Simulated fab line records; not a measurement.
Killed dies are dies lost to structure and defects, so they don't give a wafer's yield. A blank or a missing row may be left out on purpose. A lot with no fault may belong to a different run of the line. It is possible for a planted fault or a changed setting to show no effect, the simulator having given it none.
Matching of chambers -- flow nandHarc -- NHARC_A_CONTACT_DESCUM_47 on rieDiel-11: 4 sister chambers
The step chemistry O2, time 3 s. 4 wafers are shown with their chamber, then 8 later ones without.

## WAFERS WITH THEIR CHAMBER
wafer,chamber,drypumpMotorCurrentA (A)
L087.1,3,5.4
L087.5,2,6.4
L087.6,1,5.4
L089.1,0,5.6

## WAFERS WITH NO CHAMBER GIVEN
wafer,drypumpMotorCurrentA (A)
L089.5,6.4
L089.6,5.4
L094.1,5.4
L094.2,5.5
L094.3,5.4
L094.4,6.4
L094.5,5.4
L094.6,5.5

## CHAMBER TAKEN BY EACH
wafer,from the rows above,in truth
L089.5,2,2
L089.6,can't be placed: 1 or 3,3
L094.1,can't be placed: 1 or 3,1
L094.2,can't be placed: 0 or 1 or 3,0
L094.3,can't be placed: 1 or 3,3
L094.4,2,2
L094.5,can't be placed: 1 or 3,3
L094.6,can't be placed: 0 or 1 or 3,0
Correct placement for 2 of the 8. Not placeable from these rows: 6 (in 6, the candidates include the true chamber). Placed wrongly: 0.
How it was worked out, from the rows above alone: a wafer's distance from a chamber is the root of the sum, over the readings, of the square of ((its reading less the chamber's mean) divided by the reading's scatter). If the next closest chamber is less than 2 further off than the closest, the wafer can't be placed; otherwise it belongs to the closest. A chamber's mean is the mean of its shown wafers. The scatter: root of mean squared gap, hidden wafer to nearest shown wafer, with one shown wafer a chamber.
